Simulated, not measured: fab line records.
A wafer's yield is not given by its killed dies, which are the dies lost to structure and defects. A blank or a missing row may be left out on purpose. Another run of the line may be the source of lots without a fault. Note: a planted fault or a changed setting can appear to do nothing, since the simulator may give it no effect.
Chamber matching    flow n5_finfet    N5_MOL_CONTACT_COAG_ETCH_110 on rie_diel-05: 4 sister chambers
The step etches Si in CF4/O2, target depth 2.5 nm, time 8 s. 8 wafers are shown with their chamber, then 9 later ones without.

## WAFERS, EACH WITH ITS CHAMBER
wafer   chamber  drypump_motor_current_A (A)  showerhead_plenum_p_Torr (Torr)
L084.3  3        5.4                          2.31
L084.5  1        6.3                          2.18
L087.3  1        6.3                          2.18
L087.4  0        6.2                          2.23
L087.6  2        5.7                          2.21
L092.2  3        5.5                          2.30
L092.3  2        5.7                          2.21
L092.4  0        6.1                          2.23

## WAFERS WITHOUT THEIR CHAMBER
wafer   drypump_motor_current_A (A)  showerhead_plenum_p_Torr (Torr)
L097.1  5.7                          2.20
L097.2  6.1                          2.23
L097.6  5.5                          2.30
L094.1  5.7                          2.20
L094.2  6.3                          2.17
L094.6  5.7                          2.20
L096.1  5.4                          2.30
L096.3  6.3                          2.17
L096.6  5.7                          2.20

## CHAMBER TAKEN BY EACH
wafer   from the rows above  in truth
L097.1  2                    2
L097.2  0                    0
L097.6  3                    3
L094.1  2                    2
L094.2  1                    1
L094.6  2                    2
L096.1  3                    3
L096.3  1                    1
L096.6  2                    2
9 of 9 placed correctly. From these rows, 0 cannot be placed. Wrongly placed: 0.
How it was worked out, from the rows above alone: a wafer's distance from a chamber is the root of the sum, over the readings, of the square of ((its reading less the chamber's mean) divided by the reading's scatter). If the next closest chamber is less than 2 further off than the closest, the wafer can't be placed; otherwise it belongs to the closest. For every chamber, the mean is computed from those of its wafers that are shown. The scatter: the root of (the sum of the squares of (reading less its chamber's mean) over the shown wafers, divided by (wafers less chambers)).
